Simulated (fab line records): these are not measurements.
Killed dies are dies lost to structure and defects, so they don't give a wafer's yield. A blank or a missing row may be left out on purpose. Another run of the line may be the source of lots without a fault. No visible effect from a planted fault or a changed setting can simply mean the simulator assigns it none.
Split-lot trial    flow n5 finfet    7 lots, 21 wafers read, on a route of 1938 steps

== THE SPLIT ==
At N5_WELL_APT_COAT_02 (resist thk 950 nm), the setting spin rpm was moved away from the recipe's 1357 rpm on 8 of the 21 wafers read, by -11.1% to +7.3%. All remaining wafers had this setting at the recipe value.

The reading is taken at the split's own step.

== THE READING ==
coat_of_WELL_APT_COAT_02.thk nm (the simulator's own value, which no gauge read), in nm, at N5_WELL_APT_COAT_02 (resist thk 950 nm). There is no usual value for it anywhere in the file. Across the 13 wafers here that went through the recipe, the average is 950.5 nm and the standard deviation 3.1 nm.

wafer   tool, chamber at the split  spin rpm as run, rpm  against the recipe  coat_of_WELL_APT_COAT_02.thk nm, nm  against lot-mates on the recipe
L077.2  litho track-02, 0           1456                  +7.3%               918.6                                no lot-mate on the recipe
L077.3  litho track-02, 0           1456                  +7.3%               914.9                                no lot-mate on the recipe
L077.5  litho track-02, 0           1456                  +7.3%               916.4                                no lot-mate on the recipe
L080.2  litho track-02, 0           1286                  -5.2%               976.1                                +21.0
L080.4  litho track-02, 0           1357                  recipe              955.1                                -
L080.6  litho track-02, 0           1286                  -5.2%               975.7                                +20.6
L083.3  litho track-02, 0           1252                  -7.7%               988.1                                +39.4
L083.5  litho track-02, 0           1357                  recipe              948.7                                -
L083.6  litho track-02, 0           1252                  -7.7%               986                                  +37.3
L090.1  litho track-02, 0           1357                  recipe              950                                  -
L090.3  litho track-02, 0           1357                  recipe              946.7                                -
L090.6  litho track-02, 0           1357                  recipe              951.4                                -
L095.1  litho track-01, 0           1357                  recipe              945.3                                -
L095.2  litho track-01, 0           1357                  recipe              949.3                                -
L095.5  litho track-01, 0           1357                  recipe              945.8                                -
L096.2  litho track-01, 0           1357                  recipe              954.6                                -
L096.3  litho track-01, 0           1206                  -11.1%              1010                                 +55.8
L096.6  litho track-01, 0           1357                  recipe              953.7                                -
L097.1  litho track-05, 0           1357                  recipe              950.8                                -
L097.2  litho track-05, 0           1357                  recipe              952.5                                -
L097.3  litho track-05, 0           1357                  recipe              953.1                                -

THE FIT
A straight line over all 21 wafers: coat_of_WELL_APT_COAT_02.thk nm changes by -4.87 nm for each +1% of spin rpm; r = -0.99; the points scatter about the line by 3 nm.
The same after taking each lot's own level away (the mean of its wafers on the recipe; 18 wafers): -4.84 nm for each +1%; r = -0.99; scatter 2.1 nm.
Per that fit: largest spin rpm move, reading shift of 54 nm.
Measured against the standard deviation above, the lots' own levels, which go from 946.80 to 955.10 nm, span 2.6 times it.
Hence the lot-to-lot level has little effect on the slope; both slopes agree.
Check: for one of the wafers moved furthest among these (-11.1%), held out of the fit, the line's prediction against its lot-mates is +51.8 nm. Against them it came out at +55.8 nm.

== FILE'S OWN FIT ==
coat_of_WELL_APT_COAT_02.thk nm changes by -4.87 nm for each +1% of spin rpm, r = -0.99.
